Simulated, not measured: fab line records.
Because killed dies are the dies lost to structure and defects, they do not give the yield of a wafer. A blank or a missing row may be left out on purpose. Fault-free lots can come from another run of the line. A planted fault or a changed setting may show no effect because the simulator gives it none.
fab line records	flow nand_harc
[record] lots = 7	wafers = 21	last_day = 24
route steps=1159 shown P_M2@338 P_BONDPAD@351
lots that met no fault: taken from a fault-free run of the same line
start_h: start of the lot's first displayed wafer, in hours after the record's first day	wait_h: hours elapsed since this lot's preceding step	" the same as in the row above	L1.1+2: one row covering several wafers at once	- no value, or no start given	* or withheld: withheld	< > ~ a bound
route shown NAME@n: NAME is a module with steps in the file, n the number in the route of the first one	usual: mean and standard deviation over wafers with no fault	same: alike in all rows	chamber/n: place in a boat	sites: readings site by site	_std_site: standard deviation of those values	_edge_site: mean of outer sites minus mean of inner sites	radius_mm: how far each site lies from the wafer's centre	mask NAME#n: copy n	behind: tool/chamber where the wafer was last shaped	hold: why the lot was held/for how many hours/how that ended	device: which transistor (n, p or np) failed to switch	end of line: the tests these same wafers got at the end of their route	a step with no rows: only its recipe	killed: dies that structure and defects cost at the first sort, which is not the same as the wafer's yield	map: dies across one wafer; x = killed, . = not, _ = none there
set.NAME: the setting as run; set.NAME@STEP: as run at that earlier step	model.NAME: the simulator's own value behind a step, which no gauge read
a table for each step, a row for each wafer; lots at some steps of the route
services: the hour from which a tool's chamber was out of use, counted from the record's first day as start_h (under 0 if before that day), plus the number of hours and why
[[steps]]
[step NHARC_P_M2_DEGAS_29]
[recipe] temp_c = 250	time_s = 60
[usual] heater_power_w = 336/38
lot.wafer	tool	chamber	start_h	wait_h	heater_power_w
L562.1	pvd_sputter-02	-	120.84	-	343
L562.3	"	-	"	"	376
L562.2	"	-	"	"	306
L565.3	pvd_sputter-03	-	144.55	-	355
L565.4	"	-	"	"	391
L565.6	"	-	"	"	285
L571.4	pvd_sputter-02	-	183.27	-	374
L571.3	"	-	"	"	261
L571.6	"	-	"	"	311
L572.4	pvd_sputter-03	-	187.57	-	278
L572.1	"	-	"	"	354
L572.2	"	-	"	"	392
L573.2	pvd_sputter-03	-	195.11	-	392
L573.3	"	-	"	"	353
L573.5	"	-	"	"	365
L582.1	pvd_sputter-01	-	249.33	-	325
L582.6	"	-	"	"	323
L582.5	"	-	"	"	372
L585.2	pvd_sputter-03	-	264.81	-	284
L585.4	"	-	"	"	347
L585.6	"	-	"	"	394
[step NHARC_P_M2_PRE_CLEAN_30]
[recipe] time_s = 30	temp_c = 280	gas = H2/He
[step NHARC_P_M2_PVD_20]
[recipe] target_thk_a = 50	bias_v = 168.6	power_w = 15000	chamber_pressure_pa = 0.12	time_s = 8.06	substrate_temp_c = 50	material = TaN
[usual] throttle_valve_pct = 29.6/0.9
lot.wafer	tool	chamber	start_h	wait_h	throttle_valve_pct
L562.1	pvd_sputter-02	-	-	-	32.3
L562.2	"	-	"	"	30.1
L562.3	"	-	"	"	28.8
L565.3	pvd_sputter-03	-	-	-	29.5
L565.4	"	-	"	"	30.0
L565.6	"	-	"	"	29.5
L571.4	pvd_sputter-02	-	-	-	31.8
L571.3	"	-	"	"	30.2
L571.6	"	-	"	"	29.0
L572.2	pvd_sputter-03	-	-	-	29.6
L572.4	"	-	"	"	29.5
L572.1	"	-	"	"	29.8
L573.3	pvd_sputter-03	-	-	-	29.5
L573.2	"	-	"	"	29.7
L573.5	"	-	"	"	29.7
L582.1	pvd_sputter-01	-	-	-	30.1
L582.6	"	-	"	"	30.3
L582.5	"	-	"	"	30.5
L585.4	pvd_sputter-03	-	-	-	29.5
L585.2	"	-	"	"	29.5
L585.6	"	-	"	"	29.3
[step NHARC_P_M2_PVD_21]
[recipe] target_thk_a = 300	chamber_pressure_pa = 5	power_w = 5000	substrate_temp_c = 30	time_s = 20.49	material = Cu
[usual] throttle_valve_pct = 29.7/0.94
lot.wafer	tool	chamber	start_h	wait_h	throttle_valve_pct
L562.1	pvd_sputter-02	-	-	-	29.0
L562.2	"	-	"	"	32.1
L562.3	"	-	"	"	30.2
L565.4	pvd_sputter-03	-	-	-	29.5
L565.3	"	-	"	"	29.6
L565.6	"	-	"	"	29.4
L571.3	pvd_sputter-02	-	-	-	29.0
L571.4	"	-	"	"	31.8
L571.6	"	-	"	"	29.0
L572.4	pvd_sputter-03	-	-	-	29.6
L572.2	"	-	"	"	27.6
L572.1	"	-	"	"	29.5
L573.2	pvd_sputter-03	-	-	-	28.1
L573.3	"	-	"	"	29.6
L573.5	"	-	"	"	27.9
L582.1	pvd_sputter-01	-	-	-	30.6
L582.6	"	-	"	"	28.7
L582.5	"	-	"	"	30.1
L585.4	pvd_sputter-03	-	-	-	29.5
L585.2	"	-	"	"	29.5
L585.6	"	-	"	"	29.6
[step NHARC_P_M2_ECD_22]
[recipe] target_thk_a = 4000	bath_temp_c = 25	material = Cu
[step NHARC_P_M2_ANNEAL_31]
[recipe] temp_c = 225	time_s = 90
[step NHARC_P_M2_CMP_23]
[recipe] t_overpolish_s = 20	target_thk_nm = 144.3
[step NHARC_P_M2_THK_MEAS_24]
[recipe] thk_meas_gauge = xrf
[usual] thk_nm = 144.0/1.5
lot.wafer	tool	chamber	start_h	wait_h	thk_nm
L562.1	film_metro-02	-	122.24	-	142.6
L562.2	"	-	"	"	143.0
L562.3	"	-	"	"	142.7
L565.3	film_metro-02	-	145.95	-	144.8
L565.4	"	-	"	"	143.1
L565.6	"	-	"	"	142.9
L571.3	film_metro-02	-	185.25	-	145.7
L571.4	"	-	"	"	143.2
L571.6	"	-	"	"	142.6
L572.1	film_metro-01	-	188.97	-	147.7
L572.2	"	-	"	"	144.3
L572.4	"	-	"	"	146.1
L573.2	film_metro-02	-	196.59	-	144.4
L573.3	"	-	"	"	143.7
L573.5	"	-	"	"	143.5
L582.1	film_metro-02	-	250.71	-	142.5
L582.5	"	-	"	"	143.0
L582.6	"	-	"	"	143.9
L585.2	film_metro-02	-	266.19	-	142.5
L585.4	"	-	"	"	144.0
L585.6	"	-	"	"	143.6
[step NHARC_P_M2_SRD_25]
[step NHARC_P_M2_INSPECT_27]
[usual] raw_defect_count = 313/120
lot.wafer	tool	chamber	start_h	wait_h	raw_defect_count
L562.1	defect_inspect-02	-	122.39	0.0	174
L562.2	"	-	"	"	320
L562.3	"	-	"	"	288
L565.3	defect_inspect-01	-	146.10	0.0	184
L565.4	"	-	"	"	256
L565.6	"	-	"	"	173
L571.3	defect_inspect-02	-	185.41	0.0	381
L571.4	"	-	"	"	258
L571.6	"	-	"	"	185
L572.1	defect_inspect-01	-	189.13	0.0	222
L572.2	"	-	"	"	189
L572.4	"	-	"	"	194
L573.2	defect_inspect-01	-	196.75	0.0	229
L573.3	"	-	"	"	223
L573.5	"	-	"	"	200
L582.1	defect_inspect-01	-	250.89	0.1	372
L582.5	"	-	"	"	278
L582.6	"	-	"	"	402
L585.2	defect_inspect-01	-	266.35	0.0	205
L585.4	"	-	"	"	285
L585.6	"	-	"	"	376
[step NHARC_P_M2_PRE_CLEAN_32]
[recipe] time_s = 12	temp_c = 370	rf_power_w = 300	gas = NH3
[usual] heater_power_w = 612/73
lot.wafer	tool	chamber	start_h	wait_h	heater_power_w
L562.1	pecvd-01	1	122.46	0.1	575
L562.2	"	2	"	"	558
L562.3	"	0	"	"	667
L565.4	pecvd-02	2	146.21	0.1	718
L565.3	"	1	"	"	565
L565.6	"	2	"	"	698
L571.3	pecvd-02	2	185.49	0.1	696
L571.4	"	1	"	"	524
L571.6	"	0	"	"	542
L572.2	pecvd-02	2	189.20	0.1	674
L572.1	"	1	"	"	547
L572.4	"	0	"	"	494
L573.3	pecvd-02	0	196.82	0.1	525
L573.2	"	2	"	"	666
L573.5	"	2	"	"	660
L582.1	pecvd-04	2	250.97	0.1	592
L582.6	"	2	"	"	606
L582.5	"	0	"	"	762
L585.2	pecvd-04	1	266.44	0.1	571
L585.6	"	2	"	"	569
L585.4	"	1	"	"	560
[step NHARC_P_M2_DEP_33]
[recipe] target_thk_a = 300	temp_c = 370	target_thk_nm = 30	pressure_torr = 3	flow_sccm = 200	rf_w = 450	material = SiCN
[usual] chamber_pressure_Torr = 3.001/0.007	heater_power_outer_w = 304/46	heater_power_w = 565/79
lot.wafer	tool	chamber	start_h	wait_h	chamber_pressure_Torr	heater_power_outer_w	heater_power_w
L562.1	pecvd-01	1	122.54	0.1	3.003	259	517
L562.2	"	2	"	"	3.009	330	555
L562.3	"	0	"	"	2.989	345	611
L565.4	pecvd-02	2	146.42	0.2	2.993	309	628
L565.3	"	1	"	"	2.993	314	514
L565.6	"	2	"	"	3.003	312	652
L571.3	pecvd-02	2	185.60	0.1	-	-	-
L571.4	"	1	"	"	-	-	-
L571.6	"	0	"	"	-	-	-
L572.2	pecvd-02	2	189.27	0.1	-	-	-
L572.1	"	1	"	"	-	-	-
L572.4	"	0	"	"	-	-	-
L573.3	pecvd-02	0	196.90	0.1	-	-	-
L573.2	"	2	"	"	-	-	-
L573.5	"	2	"	"	-	-	-
L582.1	pecvd-04	2	251.08	0.1	3.014	301	559
L582.6	"	2	"	"	3.013	304	570
L582.5	"	0	"	"	3.004	328	662
L585.2	pecvd-04	1	266.58	0.1	2.998	256	461
L585.6	"	2	"	"	2.994	333	616
L585.4	"	1	"	"	3.008	257	464
[step NHARC_P_BONDPAD_DEP_00]
[recipe] target_thk_a = 2500	temp_c = 370	target_thk_nm = 250	pressure_torr = 3	flow_sccm = 200	rf_w = 450	material = SiCN
[usual] chamber_pressure_Torr = 3.000/0.0064	heater_power_outer_w = 294/46	heater_power_w = 553/75
lot.wafer	tool	chamber	start_h	wait_h	chamber_pressure_Torr	heater_power_outer_w	heater_power_w
L562.3	pecvd-01	1	-	-	2.995	195	432
L562.2	"	2	"	"	2.989	275	504
L562.1	"	0	"	"	2.987	342	619
L565.3	pecvd-04	0	146.84	0.3	3.000	338	668
L565.6	"	0	"	"	3.001	361	702
L565.4	"	1	"	"	3.003	365	597
L571.3	pecvd-01	0	186.09	0.4	2.994	376	639
L571.6	"	1	"	"	2.999	193	423
L571.4	"	0	"	"	2.992	371	652
L572.2	pecvd-04	0	189.71	0.4	3.004	361	716
L572.1	"	2	"	"	2.996	308	575
L572.4	"	0	"	"	3.012	360	731
L573.2	pecvd-02	1	197.29	0.3	2.987	212	401
L573.3	"	2	"	"	3.007	276	571
L573.5	"	0	"	"	2.998	197	410
L582.1	pecvd-01	2	251.54	-	2.998	309	581
L582.5	"	0	"	"	3.002	363	656
L582.6	"	1	"	"	3.002	263	504
L585.2	pecvd-04	2	-	-	3.006	351	650
L585.4	"	2	"	"	2.998	257	504
L585.6	"	0	"	"	3.001	265	571
[[services]]
tool	chamber	start_h	hours	kind
pvd_sputter-02	-	98.46	5.0	repair
pvd_sputter-03	-	102.00	10.0	pm
pecvd-02	2	105.61	9.4	repair
pvd_sputter-01	-	129.11	5.5	repair
pecvd-02	0	135.89	16.4	repair
pecvd-02	-	153.00	13.0	pm
pecvd-02	0	153.00	13.0	vent_cycle
pecvd-02	1	153.00	13.0	vent_cycle
pecvd-02	2	153.00	13.0	vent_cycle
pvd_sputter-01	-	158.02	10.0	pm
pecvd-02	0	166.00	-	clean
pecvd-02	1	166.00	-	clean
pecvd-02	2	166.00	-	clean
pecvd-04	0	173.74	7.8	repair
pvd_sputter-01	-	183.89	9.4	repair
pecvd-04	-	195.22	13.0	pm
pecvd-04	0	195.22	13.0	vent_cycle
pecvd-04	1	195.22	13.0	vent_cycle
pecvd-04	2	195.22	13.0	vent_cycle
pecvd-02	2	203.38	2.1	repair
pecvd-04	0	208.22	-	clean
pvd_sputter-02	-	214.00	10.0	pm
pvd_sputter-03	-	218.39	12.4	repair
pecvd-01	-	237.05	13.0	pm
[[key]]
[first_sign] step = NHARC_P_M2_DEP_33	reading = tool_record	direction = missing
effect none on later readings
met_at NHARC_P_M2_DEP_33
struck_wafers L571.3,L571.4,L571.6,L572.1,L572.2,L572.4,L573.2,L573.3,L573.5
sort_left_out L571.3,L571.4,L571.6,L572.1,L572.2,L572.4,L573.2,L573.3,L573.5
onset_between 146.42 185.60
[fault] kind = skipped_step_whole	tool = pecvd-02	chamber = -	onset_h = 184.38	steps = NHARC_P_M2_DEP_33	scope = struck_lots_only
// sort_left_out: the simulated sort isn't trusted on such a fault, so these wafers' sort isn't shown, and their yield isn't known
